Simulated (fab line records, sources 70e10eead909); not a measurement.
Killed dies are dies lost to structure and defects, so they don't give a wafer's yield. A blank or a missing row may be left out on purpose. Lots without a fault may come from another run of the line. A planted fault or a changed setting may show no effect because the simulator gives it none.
Chamber matching | flow nand_harc | NHARC_A_SGD_CUT_CMP_21 on cmp-04: 4 sister chambers
The step polishes, target thk 148.19 nm. 4 wafers are shown with their chamber, then 9 later ones without.

WAFERS WITH THEIR CHAMBER
wafer  | chamber | motor_current_A (A)
L086.6 | 3       | 12.1
L091.1 | 0       | 12.7
L091.3 | 2       | 10.5
L091.6 | 1       | 11.5

WAFERS WITHOUT THEIR CHAMBER
wafer  | motor_current_A (A)
L092.3 | 11.4
L092.4 | 12.0
L092.6 | 11.3
L095.1 | 10.7
L095.4 | 12.1
L095.5 | 12.3
L096.2 | 11.4
L096.3 | 12.1
L096.5 | 11.9

WHICH CHAMBER EACH WENT THROUGH
wafer  | from the rows above     | in truth
L092.3 | 1                       | 1
L092.4 | 3                       | 3
L092.6 | 1                       | 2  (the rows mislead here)
L095.1 | 2                       | 2
L095.4 | 3                       | 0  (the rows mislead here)
L095.5 | can't be placed: 3 or 0 | 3
L096.2 | 1                       | 1
L096.3 | 3                       | 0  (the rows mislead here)
L096.5 | can't be placed: 3 or 1 | 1
Placed correctly: 4 of 9. Can't be placed from these rows: 2 (the true chamber is among the candidates in 2). Placed wrongly: 3.
How it was worked out, from the rows above alone: a wafer's distance from a chamber is the root of the sum, over the readings, of the square of ((its reading less the chamber's mean) divided by the reading's scatter). The wafer belongs to the nearest chamber; if the next one is less than 2 further off, it can't be placed. A chamber's mean is the mean of its shown wafers. The scatter: with one shown wafer a chamber, the root of the mean of the squares of how far each hidden wafer lies from its nearest shown one.
